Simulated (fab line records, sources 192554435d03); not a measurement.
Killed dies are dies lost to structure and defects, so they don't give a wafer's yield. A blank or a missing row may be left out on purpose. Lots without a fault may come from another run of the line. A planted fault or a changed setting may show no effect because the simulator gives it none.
Chamber matching | flow n5_finfet | N5_BEOL_M11_DEP_56 on pecvd-03: 3 sister chambers
The step deposits SiCN from 3MS/NH3, target thk 30 nm, time 10.5 s. 3 wafers are shown with their chamber, then 9 later ones without.

WAFERS WITH THEIR CHAMBER
wafer  | chamber | showerhead_plenum_p_Torr (Torr)
L093.5 | 0       | 4.13
L091.1 | 2       | 4.10
L091.4 | 1       | 4.16

WAFERS WITHOUT THEIR CHAMBER
wafer  | showerhead_plenum_p_Torr (Torr)
L094.1 | 4.14
L094.2 | 4.11
L094.3 | 4.15
L096.1 | 4.10
L096.5 | 4.14
L096.6 | 4.15
L097.1 | 4.16
L097.3 | 4.14
L097.5 | 4.15

WHICH CHAMBER EACH WENT THROUGH
wafer  | from the rows above     | in truth
L094.1 | can't be placed: 0 or 1 | 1
L094.2 | can't be placed: 2 or 0 | 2
L094.3 | can't be placed: 1 or 0 | 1
L096.1 | 2                       | 2
L096.5 | can't be placed: 0 or 1 | 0
L096.6 | can't be placed: 1 or 0 | 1
L097.1 | 1                       | 1
L097.3 | can't be placed: 0 or 1 | 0
L097.5 | can't be placed: 1 or 0 | 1
Placed correctly: 2 of 9. Can't be placed from these rows: 7 (the true chamber is among the candidates in 7). Placed wrongly: 0.
How it was worked out, from the rows above alone: a wafer's distance from a chamber is the root of the sum, over the readings, of the square of ((its reading less the chamber's mean) divided by the reading's scatter). The wafer belongs to the nearest chamber; if the next one is less than 2 further off, it can't be placed. A chamber's mean is the mean of its shown wafers. The scatter: with one shown wafer a chamber, the root of the mean of the squares of how far each hidden wafer lies from its nearest shown one.
